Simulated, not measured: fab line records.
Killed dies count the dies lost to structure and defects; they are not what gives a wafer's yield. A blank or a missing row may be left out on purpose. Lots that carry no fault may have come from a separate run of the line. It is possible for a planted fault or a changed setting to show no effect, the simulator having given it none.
Problem report in the 8D (eight disciplines) form, filled by code	flow n5 finfet	the parts of the form that need people (team, actions taken, sign-off) are left out

## 1. WHAT IS WRONG
Wafers without a fault read 37, standard deviation 14; raw defect count at N5_GATE_CUT_INSPECT_26 reads a mean of 790 on 6 wafers belonging to 2 lots. Measured from the usual mean, that is +54 standard deviations.
The step: inspects for defects (darkfield).
The first sign was on wafer L162.1 at day 8 22:13, on defect inspect-01. At this step, 27 wafers from 9 lots have a number in the record. The rule behind "out" and "out of limits": a value lying over 4 standard deviations away from the usual mean. The other wafers with a number count as sound.

## 2. WHAT IT IS, AND WHAT IT ISN'T
question	is	is not
which readings at this step	raw defect count	-
which lots	L162, L166	L147, L150, L151, L152, L155, L158, L167
which wafers of those lots	all that have a number	-
read on which gauges	defect inspect-01, defect inspect-02	-
when	from day 8 22:13	up to then (18 sound wafers); but 3 sound wafers of L167 came after

## 3. SUSPECTS, AND WHAT RULES EACH OUT
Counting: a tool at a process step up to the reading stays a suspect if it ran every lot that is out and no sound lot after the first of them.
- the gauge at N5_GATE_CUT_INSPECT_26: ruled out. Those wafers that are out were read across 2 gauges (defect inspect-01, defect inspect-02).
- cmp-04 at N5_GATE_CUT_CMP_61 (polishes, stops on SiNx, t overpolish 3 s): kept. It processed each lot that is out, first L162 at day 8 21:59, and no sound lot thereafter; up to then, the last sound lot it processed was L150 at day 5 23:30.
Left after counting: cmp-04 at N5_GATE_CUT_CMP_61.

## 4. THE CAUSE (what the simulator had put in)
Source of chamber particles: cmp-04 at N5_GATE_CUT_CMP_61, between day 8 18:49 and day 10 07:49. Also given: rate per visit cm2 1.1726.
Only this tool survived the counting.

## 5. SEQUENCE OF EFFECTS, ordered by route
One row per reading whose mean, taken over the struck wafers that have a number, lies over 3 standard deviations from the usual. Scope: only readings with a usual standard deviation given in the record; hours: median across lots of the time from each lot's start at the first step in this table that gives one to its start at this step; sigmas: change in usual standard deviations.
hours	step	reading	usual	on struck wafers	change	sigmas
0	N5_GATE_CUT_INSPECT_26	raw defect count	37	790	+753	+54
0	N5_MOL_CONTACT_COAG_INSPECT_10	raw defect count	65	828	+762	+38
177	N5_PASSIVATION_PROBE_49	defect limited yield	91.3 %	49.6	-41.7	-32
177	N5_PASSIVATION_PROBE_49	killed at front end	39	551	+512	+53
177	N5_PASSIVATION_PROBE_49	killed dies	102	595	+493	+31
177	N5_PASSIVATION_PROBE_49	killed on rim	13	80	+67	+18
177	N5_PASSIVATION_PROBE_49	sort_bin_5_function	5.1 %	32.4	+27.3	+31
177	N5_PASSIVATION_PROBE_49	sort_bin_6_memory	3.3 %	14.6	+11.3	+17
177	N5_PASSIVATION_PROBE_49	sort n pass	1078	585	-493	-31
177	N5_PASSIVATION_PROBE_49	sort yield pct	91.3 %	49.6	-41.7	-32
It contains these process steps:
- N5_PASSIVATION_PROBE_49
Later steps that measure or inspect, where all struck wafers having a row at the step show a number for every such reading and not one has moved that far: N5_BEOL_M4_RC_MEAS_101.

## 6. WHAT WOULD HAVE CAUGHT IT SOONER
Counted from the fault's start at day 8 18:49, it took 3 hours until the first out-of-limits reading at a measuring or inspecting step in this record, taken at day 8 22:13.
No tool reading at N5_GATE_CUT_CMP_61 that has a usual standard deviation in the record was out on any struck wafer, so an alarm limit of 4 standard deviations on those readings would not have fired.
Among the 2 lots that are out, L166 began N5_GATE_CUT_CMP_61 on cmp-04 after day 8 22:13. Putting the tool on hold at that point would have spared it.
